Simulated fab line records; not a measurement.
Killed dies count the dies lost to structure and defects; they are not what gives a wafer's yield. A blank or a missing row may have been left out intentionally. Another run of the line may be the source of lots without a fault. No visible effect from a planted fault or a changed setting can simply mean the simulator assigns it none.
Split-lot trial || flow n5-finfet || 21 wafers read across 7 lots, on a route 1938 steps long

== THE SPLIT ==
At N5_BEOL_M8_EXPOSE_25 (exposes mask V7, target cd 40 nm), the setting dose-mj was moved away from the recipe's 42.5 on 9 of the 21 wafers read, by -6.4% to +6.8%. This setting was run at the recipe's value on the other wafers.

== FROM THE SPLIT TO THE READING: what the file shows between them, 2 steps ==
- N5_BEOL_M8_PEB_26: peb time 60 s
- N5_BEOL_M8_DEVELOP_27: develop time 30 s

== THE READING ==
At N5_BEOL_M8_CD_MEAS_28: cd-nm in nanometres, against a target cd of 40 nm. A value of 40.01 nm with a standard deviation of 0.25 nm is what fault-free wafers of this fab line usually give.

{"wafer": "L074.2", "tool, chamber at the split": "euv-scanner-02, 0", "dose-mj as run": 42.5, "against the recipe": "recipe", "cd-nm, nm": 39.91, "against lot-mates on the recipe": "-"}
{"wafer": "L074.3", "tool, chamber at the split": "euv-scanner-02, 0", "dose-mj as run": 43.57, "against the recipe": "+2.5%", "cd-nm, nm": 39.97, "against lot-mates on the recipe": "+0.06"}
{"wafer": "L074.5", "tool, chamber at the split": "euv-scanner-02, 0", "dose-mj as run": 43.57, "against the recipe": "+2.5%", "cd-nm, nm": 40.16, "against lot-mates on the recipe": "+0.25"}
{"wafer": "L086.3", "tool, chamber at the split": "euv-scanner-02, 0", "dose-mj as run": 42.5, "against the recipe": "recipe", "cd-nm, nm": 40.12, "against lot-mates on the recipe": "-"}
{"wafer": "L086.5", "tool, chamber at the split": "euv-scanner-02, 0", "dose-mj as run": 39.77, "against the recipe": "-6.4%", "cd-nm, nm": 38.27, "against lot-mates on the recipe": -1.63}
{"wafer": "L086.6", "tool, chamber at the split": "euv-scanner-02, 0", "dose-mj as run": 42.5, "against the recipe": "recipe", "cd-nm, nm": 39.68, "against lot-mates on the recipe": "-"}
{"wafer": "L081.1", "tool, chamber at the split": "euv-scanner-02, 0", "dose-mj as run": 42.5, "against the recipe": "recipe", "cd-nm, nm": 40.06, "against lot-mates on the recipe": "-"}
{"wafer": "L081.2", "tool, chamber at the split": "euv-scanner-02, 0", "dose-mj as run": 42.5, "against the recipe": "recipe", "cd-nm, nm": 39.84, "against lot-mates on the recipe": "-"}
{"wafer": "L081.4", "tool, chamber at the split": "euv-scanner-02, 0", "dose-mj as run": 42.5, "against the recipe": "recipe", "cd-nm, nm": 40.20, "against lot-mates on the recipe": "-"}
{"wafer": "L090.2", "tool, chamber at the split": "euv-scanner-01, 0", "dose-mj as run": 42.5, "against the recipe": "recipe", "cd-nm, nm": 40.10, "against lot-mates on the recipe": "-"}
{"wafer": "L090.3", "tool, chamber at the split": "euv-scanner-01, 0", "dose-mj as run": 45.38, "against the recipe": "+6.8%", "cd-nm, nm": 41.50, "against lot-mates on the recipe": "+1.40"}
{"wafer": "L090.6", "tool, chamber at the split": "euv-scanner-01, 0", "dose-mj as run": 45.38, "against the recipe": "+6.8%", "cd-nm, nm": 41.57, "against lot-mates on the recipe": "+1.47"}
{"wafer": "L089.3", "tool, chamber at the split": "euv-scanner-02, 0", "dose-mj as run": 41.37, "against the recipe": "-2.7%", "cd-nm, nm": 39.41, "against lot-mates on the recipe": -0.77}
{"wafer": "L089.4", "tool, chamber at the split": "euv-scanner-02, 0", "dose-mj as run": 42.5, "against the recipe": "recipe", "cd-nm, nm": 40.18, "against lot-mates on the recipe": "-"}
{"wafer": "L089.6", "tool, chamber at the split": "euv-scanner-02, 0", "dose-mj as run": 41.37, "against the recipe": "-2.7%", "cd-nm, nm": 39.35, "against lot-mates on the recipe": -0.83}
{"wafer": "L087.3", "tool, chamber at the split": "euv-scanner-02, 0", "dose-mj as run": 42.5, "against the recipe": "recipe", "cd-nm, nm": 40.16, "against lot-mates on the recipe": "-"}
{"wafer": "L087.4", "tool, chamber at the split": "euv-scanner-02, 0", "dose-mj as run": 41.09, "against the recipe": "-3.3%", "cd-nm, nm": 39.18, "against lot-mates on the recipe": -0.65}
{"wafer": "L087.5", "tool, chamber at the split": "euv-scanner-02, 0", "dose-mj as run": 42.5, "against the recipe": "recipe", "cd-nm, nm": 39.50, "against lot-mates on the recipe": "-"}
{"wafer": "L093.3", "tool, chamber at the split": "euv-scanner-02, 0", "dose-mj as run": 45.33, "against the recipe": "+6.7%", "cd-nm, nm": 41.48, "against lot-mates on the recipe": "+1.59"}
{"wafer": "L093.4", "tool, chamber at the split": "euv-scanner-02, 0", "dose-mj as run": 42.5, "against the recipe": "recipe", "cd-nm, nm": 40.03, "against lot-mates on the recipe": "-"}
{"wafer": "L093.6", "tool, chamber at the split": "euv-scanner-02, 0", "dose-mj as run": 42.5, "against the recipe": "recipe", "cd-nm, nm": 39.75, "against lot-mates on the recipe": "-"}

FIT RESULTS
A straight line over all 21 wafers: cd-nm changes by +0.228 nm for each +1% of dose-mj; r = +0.96; the points scatter about the line by 0.23 nm.
The same after taking each lot's own level away (the mean of its wafers on the recipe; 21 wafers): +0.225 nm for each +1%; r = +0.96; scatter 0.21 nm.
Per that fit: largest dose-mj move, reading shift of 1.5 nm.
The lots' own levels span 39.830 to 40.180 nm, that is 1.4 times the standard deviation above.
So the lot-to-lot level changes the slope little: the two slopes agree.
Check: with one of the wafers moved furthest among these (+6.8%) left out of the fit, the line predicts +1.47 nm for it against its lot-mates. It came out at +1.4 nm against them.

== OTHER SPLITS APPLIED TO THESE WAFERS ==
Before the reading, these wafers also passed through other splits. Each is held against what the fit with the lots' levels taken away leaves over:
{"other split on the same wafers": "N5_BEOL_M6_TRENCH_ETCH_37 time-s", "wafers away from the commonest value": 6, "r with cd-nm (lot level and that fit taken away)": "+0.20"}
{"other split on the same wafers": "N5_BEOL_M7_COAT_60 spin-rpm", "wafers away from the commonest value": 6, "r with cd-nm (lot level and that fit taken away)": "+0.01"}
{"other split on the same wafers": "N5_BEOL_M7_ETCH_61 source-w", "wafers away from the commonest value": 7, "r with cd-nm (lot level and that fit taken away)": "+0.14"}
{"other split on the same wafers": "N5_BEOL_M8_COAT_22 spin-rpm", "wafers away from the commonest value": 2, "r with cd-nm (lot level and that fit taken away)": -0.10}

== THE WHOLE CHAIN: every reading that the file lists as answering this split, in the file's order ==
{"step": "N5_BEOL_M8_CD_MEAS_28", "what it does": "target cd 40 nm", "reading": "cd-nm", "change (the file's fit)": "+0.227 nm for each +1% of the setting", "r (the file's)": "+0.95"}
{"step": "N5_BEOL_M8_DESCUM_33", "what it does": "chemistry O2, time 7 s", "reading": "BEOL_M8.cd-nm (the simulator's own value, which no gauge read)", "change (the file's fit)": "+0.24 nm for each +1% of the setting", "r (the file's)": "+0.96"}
{"step": "N5_BEOL_M8_ETCH_66", "what it does": "etches SOC in N2/H2, target depth 80 nm, overetch 16 nm, time 120 s", "reading": "BEOL_M8.cd-nm (the simulator's own value, which no gauge read)", "change (the file's fit)": "+0.261 nm for each +1% of the setting", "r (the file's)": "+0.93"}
{"step": "N5_BEOL_M8_VIA_ETCH_34", "what it does": "etches SiCOH lowk in C4F6/O2, target depth 125.5 nm, time 50.5 s", "reading": "BEOL_M8.cd-nm (the simulator's own value, which no gauge read)", "change (the file's fit)": "+0.28 nm for each +1% of the setting", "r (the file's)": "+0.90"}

== THE FILE'S OWN FIT ==
cd-nm changes by +0.227 nm for each +1% of dose-mj, r = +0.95.
